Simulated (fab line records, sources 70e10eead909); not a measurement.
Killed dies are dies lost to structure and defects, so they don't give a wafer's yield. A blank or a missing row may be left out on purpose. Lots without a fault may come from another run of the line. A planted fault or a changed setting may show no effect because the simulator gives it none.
Chamber matching | flow nand_harc | NHARC_A_STAIRCASE_DEP_280 on pecvd-03: 3 sister chambers
The step deposits SiON, target thk 30 nm. 6 wafers are shown with their chamber, then 8 later ones without.

WAFERS WITH THEIR CHAMBER
wafer  | chamber | heater_power_w (W) | heater_power_outer_w (W)
L077.6 | 1       | 647                | 372
L081.3 | 1       | 671                | 397
L082.3 | 2       | 849                | 464
L082.4 | 0       | 572                | 336
L082.5 | 2       | 829                | 452
L085.2 | 0       | 486                | 277

WAFERS WITHOUT THEIR CHAMBER
wafer  | heater_power_w (W) | heater_power_outer_w (W)
L085.3 | 713                | 422
L085.4 | 728                | 424
L088.2 | 587                | 359
L088.3 | 809                | 427
L088.5 | 802                | 424
L096.1 | 773                | 466
L096.5 | 775                | 463
L096.6 | 858                | 488

WHICH CHAMBER EACH WENT THROUGH
wafer  | from the rows above     | in truth
L085.3 | can't be placed: 1 or 2 | 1
L085.4 | can't be placed: 1 or 2 | 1
L088.2 | can't be placed: 1 or 0 | 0
L088.3 | 2                       | 2
L088.5 | 2                       | 2
L096.1 | 2                       | 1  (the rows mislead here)
L096.5 | 2                       | 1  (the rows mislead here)
L096.6 | 2                       | 2
Placed correctly: 3 of 8. Can't be placed from these rows: 3 (the true chamber is among the candidates in 3). Placed wrongly: 2.
How it was worked out, from the rows above alone: a wafer's distance from a chamber is the root of the sum, over the readings, of the square of ((its reading less the chamber's mean) divided by the reading's scatter). The wafer belongs to the nearest chamber; if the next one is less than 2 further off, it can't be placed. A chamber's mean is the mean of its shown wafers. The scatter: the root of (the sum of the squares of (reading less its chamber's mean) over the shown wafers, divided by (wafers less chambers)).
